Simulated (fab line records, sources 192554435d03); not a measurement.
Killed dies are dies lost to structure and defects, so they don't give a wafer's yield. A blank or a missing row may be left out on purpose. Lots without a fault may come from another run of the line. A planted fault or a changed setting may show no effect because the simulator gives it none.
Which tool did it? | flow n5_finfet | 9 lots, 27 wafers sampled, at 3 steps of a route of 1938

WHAT THE GAUGES READ, wafer by wafer
N5_STI_FIN_REVEAL_FIN_H_MEAS_10.
lot  | measured    | on     | trench_depth_nm (nm)
L606 | day 3 02:09 | ocd-01 | 51.9 52.3 52.8
L610 | day 4 00:49 | ocd-02 | 52.5 52.5 51.7
L612 | day 4 13:13 | ocd-02 | 51.6 51.9 50.9
L613 | day 4 18:46 | ocd-01 | 51.9 51.6 51.0
L614 | day 5 00:31 | ocd-02 | 51.9 51.1 51.1
L615 | day 5 09:08 | ocd-02 | 51.3 52.9 50.8
L620 | day 6 15:12 | ocd-02 | 51.3 51.1 52.5
L622 | day 7 01:40 | ocd-02 | 54.3 54.4 54.1
L624 | day 7 14:36 | ocd-02 | 55.1 54.7 54.4

WHICH TOOL RAN EACH LOT (tool, then ch and the chambers of the sampled wafers, then the start)
lot  | N5_FIN_CUT_CUT_ETCH_15          | N5_STI_FIN_REVEAL_RECESS_09
L606 | rie_si-05 ch 1,2, day 2 16:26   | vapor_etch-02 ch 0,1, day 2 23:52
L610 | rie_si-06 ch 0,1,2, day 3 15:37 | vapor_etch-01 ch 0,1, day 3 21:58
L612 | rie_si-02 ch 0,1, day 4 04:18   | vapor_etch-01 ch 0,1, day 4 10:31
L613 | rie_si-06 ch 0,2,3, day 4 09:47 | vapor_etch-01 ch 0,1, day 4 16:01
L614 | rie_si-06 ch 0,1,2, day 4 15:25 | vapor_etch-02 ch 0,1, day 4 22:21
L615 | rie_si-06 ch 1,2, day 4 23:16   | vapor_etch-01 ch 0,1, day 5 06:24
L620 | rie_si-06 ch 2,3, day 6 06:08   | vapor_etch-01 ch 1, day 6 12:28
L622 | rie_si-05 ch 0,3, day 6 15:55   | vapor_etch-01 ch 0,1, day 6 23:16
L624 | rie_si-06 ch 2,3, day 7 05:16   | vapor_etch-01 ch 0,1, day 7 11:54
- N5_FIN_CUT_CUT_ETCH_15: etches Si in HBr/Cl2/O2, target depth 100 nm, bt time 10 s, time 42.4 s.
- N5_STI_FIN_REVEAL_RECESS_09: chemistry HF/NH3, target SiO2, afs cycles 11, target depth 42.5 nm, sublimation time 60 s.

THE ANSWER, worked out from the rows above alone
Rule: what is usual is taken from the lots themselves. Put in order of their means at a reading, lots are off if they are a third of the lots or fewer, leave a main group of 4 or more, and stand apart from it by a gap of 3 or more times the standard deviation of the main group's means; of several such gaps the widest counts. A main group whose means are all the same, to the digits that the tables above print for the reading, isn't used. A lot without any number at a reading at which 4 lots or more have one is off too. The other lots that the step has rows for count as sound.
Off: L622, L624, at N5_STI_FIN_REVEAL_FIN_H_MEAS_10 (trench_depth_nm). The main group: mean 51.7 nm, standard deviation 0.36.
A tool fits if, at a process step before that reading, it ran every lot that is off, and no sound lot after the first of them. The gauges at N5_STI_FIN_REVEAL_FIN_H_MEAS_10 are tried like those tools. Can't be told from this: 2 tools fit, vapor_etch-01 at N5_STI_FIN_REVEAL_RECESS_09, ocd-02 at N5_STI_FIN_REVEAL_FIN_H_MEAS_10.

WHAT THE SIMULATOR HAD PUT IN
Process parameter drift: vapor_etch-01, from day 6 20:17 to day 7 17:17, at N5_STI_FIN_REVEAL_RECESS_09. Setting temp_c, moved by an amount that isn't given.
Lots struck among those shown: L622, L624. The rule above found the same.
